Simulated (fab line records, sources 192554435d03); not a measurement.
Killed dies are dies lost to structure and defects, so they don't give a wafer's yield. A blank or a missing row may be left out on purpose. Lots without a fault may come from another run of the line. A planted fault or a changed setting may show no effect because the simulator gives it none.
Which tool did it? | flow n5_finfet | 9 lots, 27 wafers sampled, at 5 steps of a route of 1938

WHAT THE GAUGES READ, wafer by wafer
N5_BEOL_M4_RC_MEAS_101.
lot  | measured     | on        | RS_PWELL (ohm/sq)
L659 | day 9 18:11  | prober-01 | 3013 3025 3004
L660 | day 10 12:52 | prober-01 | 2987 3005 2987
L662 | day 10 22:22 | prober-01 | 3024 3065 3023
L666 | day 17 15:38 | prober-02 | 2993 3015 2999
L669 | day 14 12:06 | prober-01 | 2995 2986 2966
L676 | day 17 01:21 | prober-02 | 2698 2678 2714
L678 | day 17 06:04 | prober-02 | 2695 2680 2693
L679 | day 16 08:40 | prober-01 | 2974 3003 2973
L681 | day 16 04:41 | prober-02 | 3025 3025 3033

WHICH TOOL RAN EACH LOT (tool, then ch and the chambers of the sampled wafers, then the start)
lot  | N5_WELL_APT_IMPLANT_32         | N5_WELL_APT_EPI_41             | N5_PMOS_HMC_CHANNEL_EPI_STRIP_33  | N5_PMOS_HMC_CHANNEL_EPI_CMP_21
L659 | implanter-02 ch 0, day 1 21:24 | epi_rpcvd-03 ch 0, day 1 22:32 | rie_diel-06 ch 0,3, day 1 23:53   | cmp-04 ch 0,1,2, day 2 01:48
L660 | implanter-02 ch 0, day 2 03:44 | epi_rpcvd-04 ch 0, day 2 04:46 | rie_diel-01 ch 0,1,2, day 2 05:44 | cmp-03 ch 1,2,3, day 2 07:49
L662 | implanter-02 ch 0, day 2 15:25 | epi_rpcvd-04 ch 0, day 2 16:31 | rie_diel-03 ch 1,2,3, day 2 17:34 | cmp-04 ch 1,2, day 2 19:49
L666 | implanter-02 ch 0, day 3 15:14 | epi_rpcvd-03 ch 0, day 3 16:07 | rie_diel-06 ch 0,3, day 3 18:05   | cmp-02 ch 1,3, day 3 20:31
L669 | implanter-01 ch 0, day 4 09:40 | epi_rpcvd-03 ch 0, day 4 10:29 | rie_diel-06 ch 0,1,3, day 4 11:59 | cmp-03 ch 1,2,3, day 4 14:17
L676 | implanter-02 ch 0, day 6 03:33 | epi_rpcvd-03 ch 0, day 6 04:17 | rie_diel-01 ch 0,2,3, day 6 05:47 | cmp-03 ch 0,3, day 6 08:04
L678 | implanter-02 ch 0, day 6 15:47 | epi_rpcvd-03 ch 0, day 6 16:42 | rie_diel-01 ch 1,2,3, day 6 18:00 | cmp-03 ch 0,3, day 6 19:55
L679 | implanter-01 ch 0, day 6 21:27 | epi_rpcvd-02 ch 0, day 6 22:23 | rie_diel-06 ch 0,1,2, day 6 23:17 | cmp-02 ch 0,1,3, day 7 01:36
L681 | implanter-01 ch 0, day 7 09:37 | epi_rpcvd-03 ch 0, day 7 10:35 | rie_diel-03 ch 2,3, day 7 11:49   | cmp-03 ch 1,3, day 7 13:43
- N5_WELL_APT_IMPLANT_32
- N5_WELL_APT_EPI_41: deposits Si from SiH4/H2, target thk 50 nm, time 297.7 s.
- N5_PMOS_HMC_CHANNEL_EPI_STRIP_33: strips in N2/H2.
- N5_PMOS_HMC_CHANNEL_EPI_CMP_21: polishes SiGe30, target thk 54 nm.

THE ANSWER, worked out from the rows above alone
Rule: what is usual is taken from the lots themselves. Put in order of their means at a reading, lots are off if they are a third of the lots or fewer, leave a main group of 4 or more, and stand apart from it by a gap of 3 or more times the standard deviation of the main group's means; of several such gaps the widest counts. A main group whose means are all the same, to the digits that the tables above print for the reading, isn't used. A lot without any number at a reading at which 4 lots or more have one is off too. The other lots that the step has rows for count as sound.
Off: L676, L678, at N5_BEOL_M4_RC_MEAS_101 (RS_PWELL). The main group: mean 3006 ohm/sq, standard deviation 20.
A tool fits if, at a process step before that reading, it ran every lot that is off, and no sound lot after the first of them. The gauges at N5_BEOL_M4_RC_MEAS_101 are tried like those tools. Can't be told from this: 2 tools fit, implanter-02 at N5_WELL_APT_IMPLANT_32, rie_diel-01 at N5_PMOS_HMC_CHANNEL_EPI_STRIP_33.

WHAT THE SIMULATOR HAD PUT IN
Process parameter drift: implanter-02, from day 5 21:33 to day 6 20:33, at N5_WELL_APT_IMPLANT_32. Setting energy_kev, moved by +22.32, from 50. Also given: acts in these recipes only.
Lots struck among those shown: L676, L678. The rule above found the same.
